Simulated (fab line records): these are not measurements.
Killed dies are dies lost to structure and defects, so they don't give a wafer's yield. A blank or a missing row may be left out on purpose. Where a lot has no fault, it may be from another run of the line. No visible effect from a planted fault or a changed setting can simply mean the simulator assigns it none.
Lot-split experiment ; flow n5Finfet ; 39 wafers read across 7 lots, on a route 1938 steps long

ON THE SPLIT
At N5_BEOL_M5_DEP_56 (deposits SiCN from 3MS/NH3, target thk 8 nm, time 14 s), the setting timeS was moved away from the recipe's 14 s on 18 of the 39 wafers read, by -58.5% to +23.6%. All remaining wafers had this setting at the recipe value.

The reading comes from the split's own step.

THE READING
SiCN_of_BEOL_M5_DEP_56.thkNm (the simulator's own value, which no gauge read), in nm, at N5_BEOL_M5_DEP_56 (deposits SiCN from 3MS/NH3, target thk 8 nm, time 14 s). The file does not state a usual value for it. Across the 21 wafers here that went through the recipe, the average is 8.0 nm and the standard deviation 0.14 nm.

wafer;tool, chamber at the split;timeS as run, s;against the recipe;SiCN_of_BEOL_M5_DEP_56.thkNm, nm;against lot-mates on the recipe
L074.1;pecvd-04, 2;14;recipe;7.8;-
L074.4;pecvd-04, 1,0;14;recipe;8;-
L074.6;pecvd-04, 1,0;14;recipe;8;-
L075.1;pecvd-03, 2,1,2;9.923;-29.1%;5.6;-2.2
L075.3;pecvd-03, 2,1,2;9.923;-29.1%;5.6;-2.2
L075.4;pecvd-03, 2,1,2;9.923;-29.1%;5.6;-2.2
L075.2;pecvd-03, 0,1,0;14;recipe;7.8;-
L075.5;pecvd-03, 0,1,0;14;recipe;7.8;-
L075.6;pecvd-03, 0,1,0;14;recipe;7.8;-
L083.1;pecvd-04, 0;11.34;-19.0%;6.4;-1.7
L083.2;pecvd-04, 1;14;recipe;8.2;-
L083.6;pecvd-04, 1;14;recipe;8.2;-
L083.3;pecvd-04, 2;14;recipe;8;-
L083.4;pecvd-04, 2;11.34;-19.0%;6.6;-1.5
L083.5;pecvd-04, 0;11.34;-19.0%;6.8;-1.3
L084.1;pecvd-02, 2,0;6.996;-50.0%;4;-3.9
L084.4;pecvd-02, 2,0;6.996;-50.0%;4;-3.9
L084.2;pecvd-02, 1,2;14;recipe;8;-
L084.5;pecvd-02, 1,2;14;recipe;8;-
L084.3;pecvd-02, 0;14;recipe;7.8;-
L084.6;pecvd-02, 1;6.996;-50.0%;4.2;-3.7
L091.1;pecvd-04, 0;5.809;-58.5%;3.4;-4.7
L091.2;pecvd-04, 1;5.809;-58.5%;3.6;-4.5
L091.3;pecvd-04, 2;5.809;-58.5%;3;-5.1
L091.4;pecvd-04, 0,2;14;recipe;8;-
L091.5;pecvd-04, 0,2;14;recipe;8;-
L091.6;pecvd-04, 1;14;recipe;8.2;-
L093.1;pecvd-04, 1,2;17.3;+23.6%;9.8;+1.7
L093.3;pecvd-04, 1,2;17.3;+23.6%;9.8;+1.7
L093.2;pecvd-04, 0;14;recipe;8;-
L093.4;pecvd-04, 0,2;14;recipe;8.2;-
L093.6;pecvd-04, 0,2;14;recipe;8.2;-
L093.5;pecvd-04, 1;17.3;+23.6%;10;+1.9
L094.1;pecvd-04, 2;11.67;-16.6%;6.6;-1.4
L094.2;pecvd-04, 0;11.67;-16.6%;6.8;-1.2
L094.5;pecvd-04, 0;11.67;-16.6%;6.8;-1.2
L094.3;pecvd-04, 1,2,1;14;recipe;8;-
L094.4;pecvd-04, 1,2,1;14;recipe;8;-
L094.6;pecvd-04, 1,2,1;14;recipe;8;-
If several chambers appear in one row, that row covers several wafers at once and the file leaves open which wafer was in which chamber.

FIT RESULTS
A straight line over all 39 wafers: SiCN_of_BEOL_M5_DEP_56.thkNm changes by +0.0794 nm for each +1% of timeS; r = +1.00; the points scatter about the line by 0.15 nm.
The same after taking each lot's own level away (the mean of its wafers on the recipe; 39 wafers): +0.0783 nm for each +1%; r = +1.00; scatter 0.13 nm.
The reading moves by 4.6 nm for the largest change in timeS, on that fit.
From 7.80 to 8.13 nm: that is the span of the lots' own levels, equal to 2.4 times the standard deviation above.
The two slopes are in agreement: the lot-to-lot level therefore moves the slope only a little.
Check: for one of the wafers moved furthest among these (-58.5%), held out of the fit, the line's prediction against its lot-mates is -4.58 nm. It came out at -4.67 nm against them.

OTHER SPLITS APPLIED TO THESE WAFERS
Other splits were also applied to these wafers ahead of the reading. Each is held against what the fit with the lots' levels taken away leaves over:
other split on the same wafers;wafers away from the commonest value;r with SiCN_of_BEOL_M5_DEP_56.thkNm (lot level and that fit taken away)
N5_FIN_SAQP_ETCH_65 timeS;15;+0.06
N5_FIN_CUT_CUT_ETCH_15 timeS;18;-0.09
N5_HKMG_FIN_ETCH_55 timeS;12;+0.07
N5_GATE_CUT_DESCUM_18 timeS;15;+0.03
N5_BEOL_M1_ALD_98 aldCycles;18;+0.31
N5_BEOL_M5_PECVD_70 timeS;9;+0.08

THE FILE'S OWN FIT
SiCN_of_BEOL_M5_DEP_56.thkNm changes by +0.0785 nm for each +1% of timeS, r = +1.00.
